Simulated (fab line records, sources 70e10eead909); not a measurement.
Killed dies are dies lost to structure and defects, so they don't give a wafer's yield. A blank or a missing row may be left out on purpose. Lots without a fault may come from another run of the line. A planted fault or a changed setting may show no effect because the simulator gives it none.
Which tool did it? | flow nand_harc | 6 lots, 18 wafers sampled, at 4 steps of a route of 1159

WHAT THE GAUGES READ, wafer by wafer
NHARC_THIN_TSV_CD_MEAS_33: target cd 5000 nm.
lot  | measured     | on        | cd_nm (nm)
L762 | day 19 16:31 | cd_sem-03 | 4997.0 5004.6 4996.4
L764 | day 20 04:00 | cd_sem-03 | 5000.8 5002.2 5002.7
L765 | day 20 17:01 | cd_sem-01 | 5000.9 5002.0 5000.1
L768 | day 21 00:10 | cd_sem-03 | 5000.7 5001.9 5001.7
L771 | day 21 18:10 | cd_sem-01 | 5000.1 5000.7 5006.7
L778 | day 23 13:48 | cd_sem-03 | 4997.8

WHICH TOOL RAN EACH LOT (tool, then ch and the chambers of the sampled wafers, then the start)
lot  | NHARC_A_M1_PVD_21            | NHARC_A_BONDPAD_CMP_19        | NHARC_THIN_TSV_DEP_43
L762 | pvd_sputter-03, day 18 12:33 | cmp-03 ch 1,2,3, day 18 18:25 | pecvd-04 ch 1,2, day 19 09:47
L764 | pvd_sputter-02, day 19 02:44 | cmp-01 ch 0,2,3, day 19 08:39 | pecvd-02 ch 0,1,2, day 19 20:54
L765 | pvd_sputter-01, day 19 16:22 | cmp-04 ch 0,2, day 19 21:56   | pecvd-02 ch 1,2, day 20 10:16
L768 | pvd_sputter-01, day 20 00:02 | cmp-04 ch 0,1,3, day 20 06:10 | pecvd-04 ch 0,2, day 20 17:20
L771 | pvd_sputter-01, day 20 15:51 | cmp-04 ch 0,1,3, day 20 21:26 | pecvd-03 ch 0,2, day 21 11:12
L778 | pvd_sputter-01, day 22 06:56 | cmp-04 ch 0, day 22 14:08     | pecvd-02 ch 2, day 23 06:33
- NHARC_A_M1_PVD_21: deposits Cu, target thk 30 nm, time 20.49 s.
- NHARC_A_BONDPAD_CMP_19: polishes, t overpolish 30 s, cu recess touch 16 s, target thk 169.8 nm.
- NHARC_THIN_TSV_DEP_43: deposits SiO2, target thk 1328.5 nm.

THE ANSWER, worked out from the rows above alone
Rule: what is usual is taken from the lots themselves. Put in order of their means at a reading, lots are off if they are a third of the lots or fewer, leave a main group of 4 or more, and stand apart from it by a gap of 3 or more times the standard deviation of the main group's means; of several such gaps the widest counts. A main group whose means are all the same, to the digits that the tables above print for the reading, isn't used. A lot without any number at a reading at which 4 lots or more have one is off too. The other lots that the step has rows for count as sound.
No lot is off at any reading shown: from this, nothing can be told.

WHAT THE SIMULATOR HAD PUT IN
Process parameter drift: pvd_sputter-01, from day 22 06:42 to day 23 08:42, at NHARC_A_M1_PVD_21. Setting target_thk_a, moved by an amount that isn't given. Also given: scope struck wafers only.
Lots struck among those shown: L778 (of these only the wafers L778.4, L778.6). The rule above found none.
